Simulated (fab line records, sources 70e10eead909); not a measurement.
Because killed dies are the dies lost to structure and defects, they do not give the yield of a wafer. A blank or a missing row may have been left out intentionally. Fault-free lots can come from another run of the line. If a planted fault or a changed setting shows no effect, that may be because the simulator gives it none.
A lot that was struck, set against a sound lot    flow nand-harc    12 steps out of a route of 1302
Sound: these wafers, L169.2, L169.3, L169.5. Struck: wafers L187.1, L187.2, L187.3. The cause is named last.
At each step with rows: each side's tool, then ch and its chambers, then its first start. Under that, the readings that differ: sound wafers    struck wafers    difference of the means    sigmas: that difference in standard deviations of wafers without a fault.
alike: readings whose means differ by less than 2 such deviations, and words and numbers that are the same on both sides. not compared: withheld readings, readings that some wafer has no value for, bounds like >300 that may hide the same value, and numbers for which the record gives no deviation and whose values overlap.
The two part at a step that has a row with sigmas, a row that says differs or no value, or rows on one side only. Non-overlapping numbers with no deviation appear without sigmas and do not part them. A reading that every wafer of one side lacks parts them only if that side has two wafers or more.

NHARC_A_WL_FILL_INSPECT_15:
  sound on defect-inspect-02, day 21 18:32; struck on defect-inspect-02, day 29 08:24
  alike: raw-defect-count
NHARC_A_CONTACT_DEP_24: deposits SiO2, target thk 500 nm.
  sound on pecvd-02 ch 0,1, day 21 18:47; struck on pecvd-04 ch 0,1,2, day 29 08:28
  alike: heater-power-w, throttle-valve-pct
  not compared: since-wet-clean-h
NHARC_A_CONTACT_DEP_28: deposits aC, target thk 7000 nm.
  sound on acl-dep-01 ch 0, day 21 21:55; struck on acl-dep-03 ch 0, day 29 09:04
  alike: throttle-valve-pct
NHARC_A_CONTACT_DEP_29: deposits SiON, target thk 100 nm.
  sound on pecvd-01 ch 0,1,2, day 22 01:27; struck on pecvd-04 ch 0,1,2, day 29 13:29
  alike: heater-power-w
  not compared: since-wet-clean-h
then, 5 steps without rows for these wafers: NHARC_A_CONTACT_DEHYDRATE_32 (time 120 s); NHARC_A_CONTACT_HMDS_33 (time 30 s); NHARC_A_CONTACT_COAT_34 (time 75 s); NHARC_A_CONTACT_COAT_35 (time 65 s); NHARC_A_CONTACT_COAT_36 (resist thk 90 nm).
NHARC_A_CONTACT_SOFTBAKE_37: time 55 s.
  sound on litho-track-06 ch 0, day 22 01:00; struck on litho-track-06 ch 0, day 29 13:00
reading                   sound                 struck                difference                     sigmas
heater-power-total-W (W)  188.40 188.34 188.41  199.56 199.79 199.72  +11.31                         +87
plate-temp-C (C)          104.78 104.77 104.86  - - -                 no value on the struck wafers  
then, 2 steps without rows for these wafers: NHARC_A_CONTACT_EBR_38; NHARC_END_SORT_01.

== WHERE THEY PART ==
NHARC_A_CONTACT_SOFTBAKE_37 only, going by this record.

WHY: what had been put in by the simulator
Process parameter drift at NHARC_A_CONTACT_SOFTBAKE_37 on litho-track-06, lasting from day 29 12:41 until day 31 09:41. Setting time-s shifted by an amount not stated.
